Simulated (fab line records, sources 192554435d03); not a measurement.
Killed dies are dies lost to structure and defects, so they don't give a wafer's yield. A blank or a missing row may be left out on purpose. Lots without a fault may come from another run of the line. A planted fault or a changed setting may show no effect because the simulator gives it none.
Split-lot experiment | flow n5_finfet | 7 lots, 21 wafers read, on a route of 1938 steps

THE SPLIT
At N5_BEOL_M3_COAT_67 (time 60 s, resist thk 60 nm), the setting spin_rpm was moved away from the recipe's 1500 rpm on 9 of the 21 wafers read, by -10.6% to +11.1%. The other wafers ran this setting at the recipe's value.

The reading is taken at the split's own step.

THE READING
SOC_of_BEOL_M3_COAT_67.thk_nm (the simulator's own value, which no gauge read), in nm, at N5_BEOL_M3_COAT_67 (time 60 s, resist thk 60 nm). The file gives no usual value for it. The 12 wafers here that ran the recipe average 60.1 nm, standard deviation 0.15 nm.

wafer  | tool, chamber at the split | spin_rpm as run, rpm | against the recipe | SOC_of_BEOL_M3_COAT_67.thk_nm, nm | against lot-mates on the recipe
L077.3 | litho_track-02, 0          | 1500                 | recipe             | 60.4                              | -
L077.4 | litho_track-02, 0          | 1378                 | -8.1%              | 62.8                              | +2.5
L077.5 | litho_track-02, 0          | 1500                 | recipe             | 60.2                              | -
L079.1 | litho_track-03, 0          | 1500                 | recipe             | 60.2                              | -
L079.3 | litho_track-03, 0          | 1552                 | +3.5%              | 59                                | -1.2
L079.5 | litho_track-03, 0          | 1552                 | +3.5%              | 59.2                              | -1.0
L080.2 | litho_track-02, 0          | 1577                 | +5.1%              | 58.4                              | -1.6
L080.5 | litho_track-02, 0          | 1577                 | +5.1%              | 58.4                              | -1.6
L080.6 | litho_track-02, 0          | 1500                 | recipe             | 60                                | -
L085.1 | litho_track-05, 0          | 1609                 | +7.3%              | 57.8                              | -2.4
L085.5 | litho_track-05, 0          | 1609                 | +7.3%              | 58                                | -2.2
L085.6 | litho_track-05, 0          | 1500                 | recipe             | 60.2                              | -
L088.2 | litho_track-05, 0          | 1500                 | recipe             | 60.2                              | -
L088.6 | litho_track-05, 0          | 1500                 | recipe             | 60.2                              | -
L088.3 | litho_track-05, 0          | 1667                 | +11.1%             | 57                                | -3.2
L092.1 | litho_track-03, 0          | 1500                 | recipe             | 60                                | -
L092.2 | litho_track-03, 0          | 1341                 | -10.6%             | 63.4                              | +3.3
L092.3 | litho_track-03, 0          | 1500                 | recipe             | 60.2                              | -
L095.1 | litho_track-03, 0          | 1500                 | recipe             | 60                                | -
L095.3 | litho_track-03, 0          | 1500                 | recipe             | 60.2                              | -
L095.6 | litho_track-03, 0          | 1500                 | recipe             | 59.8                              | -

THE FIT
A straight line over all 21 wafers: SOC_of_BEOL_M3_COAT_67.thk_nm changes by -0.307 nm for each +1% of spin_rpm; r = -0.99; the points scatter about the line by 0.16 nm.
The same after taking each lot's own level away (the mean of its wafers on the recipe; 21 wafers): -0.306 nm for each +1%; r = -1.00; scatter 0.11 nm.
On that fit, the largest move of spin_rpm shifts the reading by 3.4 nm.
The lots' own levels span 60.00 to 60.30 nm, that is 2.0 times the standard deviation above.
So the lot-to-lot level changes the slope little: the two slopes agree.
Check: with one of the wafers moved furthest among these (+11.1%) left out of the fit, the line predicts -3.48 nm for it against its lot-mates. It came out at -3.2 nm against them.

OTHER SPLITS ON THESE WAFERS
These wafers also went through other splits before the reading. Each is held against what the fit with the lots' levels taken away leaves over:
other split on the same wafers | wafers away from the commonest value | r with SOC_of_BEOL_M3_COAT_67.thk_nm (lot level and that fit taken away)
N5_BEOL_M2_EXPOSE_08 dose_mj   | 8                                    | +0.28
N5_BEOL_M3_COAT_73 spin_rpm    | 7                                    | -0.19
N5_BEOL_M3_COAT_05 spin_rpm    | 8                                    | +0.26

THE FILE'S OWN FIT
SOC_of_BEOL_M3_COAT_67.thk_nm changes by -0.304 nm for each +1% of spin_rpm, r = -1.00.
